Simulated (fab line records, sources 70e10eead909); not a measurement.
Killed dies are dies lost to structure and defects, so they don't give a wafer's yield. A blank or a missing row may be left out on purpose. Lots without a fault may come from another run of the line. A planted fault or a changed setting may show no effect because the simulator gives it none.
Chamber matching | flow nand_harc | NHARC_A_CHANNEL_FILL_D1_ETCHBACK_20 on rie_diel-13: 4 sister chambers
The step etches the open film in C4F8/O2/Ar, target depth 27 nm, time 13.5 s. 8 wafers are shown with their chamber, then 10 later ones without.

WAFERS WITH THEIR CHAMBER
wafer  | chamber | rf_vpp_V (V) | oes_product_au (a.u.)
L984.4 | 1       | 985          | 0.97
L985.2 | 1       | 985          | 0.93
L990.4 | 3       | 985          | 1.01
L990.5 | 3       | 983          | 1.01
L992.3 | 2       | 982          | 0.92
L992.6 | 2       | 982          | 0.92
L993.3 | 0       | 987          | 0.93
L993.4 | 0       | 986          | 0.93

WAFERS WITHOUT THEIR CHAMBER
wafer  | rf_vpp_V (V) | oes_product_au (a.u.)
L993.6 | 986          | 0.95
L999.2 | 984          | 1.00
L999.4 | 983          | 1.01
L999.6 | 983          | 1.01
L101.2 | 982          | 0.98
L101.3 | 984          | 1.00
L101.5 | 984          | 1.00
L106.3 | 985          | 0.99
L106.4 | 984          | 1.01
L106.5 | 986          | 0.98

WHICH CHAMBER EACH WENT THROUGH
wafer  | from the rows above          | in truth
L993.6 | can't be placed: 1 or 0      | 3
L999.2 | 3                            | 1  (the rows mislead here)
L999.4 | 3                            | 3
L999.6 | 3                            | 3
L101.2 | can't be placed: 3 or 2 or 1 | 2
L101.3 | 3                            | 3
L101.5 | 3                            | 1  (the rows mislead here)
L106.3 | can't be placed: 3 or 1      | 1
L106.4 | 3                            | 3
L106.5 | can't be placed: 1 or 3 or 0 | 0
Placed correctly: 4 of 10. Can't be placed from these rows: 4 (the true chamber is among the candidates in 3). Placed wrongly: 2.
How it was worked out, from the rows above alone: a wafer's distance from a chamber is the root of the sum, over the readings, of the square of ((its reading less the chamber's mean) divided by the reading's scatter). The wafer belongs to the nearest chamber; if the next one is less than 2 further off, it can't be placed. A chamber's mean is the mean of its shown wafers. The scatter: the root of (the sum of the squares of (reading less its chamber's mean) over the shown wafers, divided by (wafers less chambers)).
